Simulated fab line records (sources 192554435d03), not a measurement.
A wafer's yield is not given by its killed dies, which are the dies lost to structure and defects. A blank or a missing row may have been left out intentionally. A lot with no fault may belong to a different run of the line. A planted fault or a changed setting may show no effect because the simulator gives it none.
Matching of chambers || flow n5-finfet || N5_BEOL_M0_CUTY_ETCH_62 on rie-diel-02 has 4 sister chambers
The step etches SiARC in CF4, time 58.5 s. 4 wafers are shown with their chamber, then 10 later ones without.

WAFERS WITH THEIR CHAMBER
{"wafer": "L079.5", "chamber": 0, "drypump-motor-current-A (A)": 5.9}
{"wafer": "L084.6", "chamber": 3, "drypump-motor-current-A (A)": 5.4}
{"wafer": "L089.1", "chamber": 2, "drypump-motor-current-A (A)": 6.8}
{"wafer": "L089.4", "chamber": 1, "drypump-motor-current-A (A)": 5.7}

WAFERS WITH NO CHAMBER GIVEN
{"wafer": "L089.6", "drypump-motor-current-A (A)": 6.7}
{"wafer": "L092.3", "drypump-motor-current-A (A)": 5.9}
{"wafer": "L092.5", "drypump-motor-current-A (A)": 5.8}
{"wafer": "L092.6", "drypump-motor-current-A (A)": 5.4}
{"wafer": "L094.1", "drypump-motor-current-A (A)": 5.8}
{"wafer": "L094.2", "drypump-motor-current-A (A)": 5.9}
{"wafer": "L094.4", "drypump-motor-current-A (A)": 5.9}
{"wafer": "L095.2", "drypump-motor-current-A (A)": 5.4}
{"wafer": "L095.4", "drypump-motor-current-A (A)": 5.9}
{"wafer": "L095.6", "drypump-motor-current-A (A)": 5.4}

CHAMBER TAKEN BY EACH
{"wafer": "L089.6", "from the rows above": 2, "in truth": 2}
{"wafer": "L092.3", "from the rows above": 0, "in truth": 0}
{"wafer": "L092.5", "from the rows above": "can't be placed: 1 or 0", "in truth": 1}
{"wafer": "L092.6", "from the rows above": 3, "in truth": 3}
{"wafer": "L094.1", "from the rows above": "can't be placed: 1 or 0", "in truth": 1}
{"wafer": "L094.2", "from the rows above": 0, "in truth": 0}
{"wafer": "L094.4", "from the rows above": 0, "in truth": 0}
{"wafer": "L095.2", "from the rows above": 3, "in truth": 3}
{"wafer": "L095.4", "from the rows above": 0, "in truth": 0}
{"wafer": "L095.6", "from the rows above": 3, "in truth": 3}
Placed correctly: 8 of 10. These rows do not allow placing 2 (true chamber among the candidates in 2). Number placed wrongly: 0.
How it was worked out, from the rows above alone: a wafer's distance from a chamber is the root of the sum, over the readings, of the square of ((its reading less the chamber's mean) divided by the reading's scatter). If the next closest chamber is less than 2 further off than the closest, the wafer can't be placed; otherwise it belongs to the closest. Each chamber's mean is taken over the wafers shown for it. The scatter: with one shown wafer a chamber, the root of the mean of the squares of how far each hidden wafer lies from its nearest shown one.
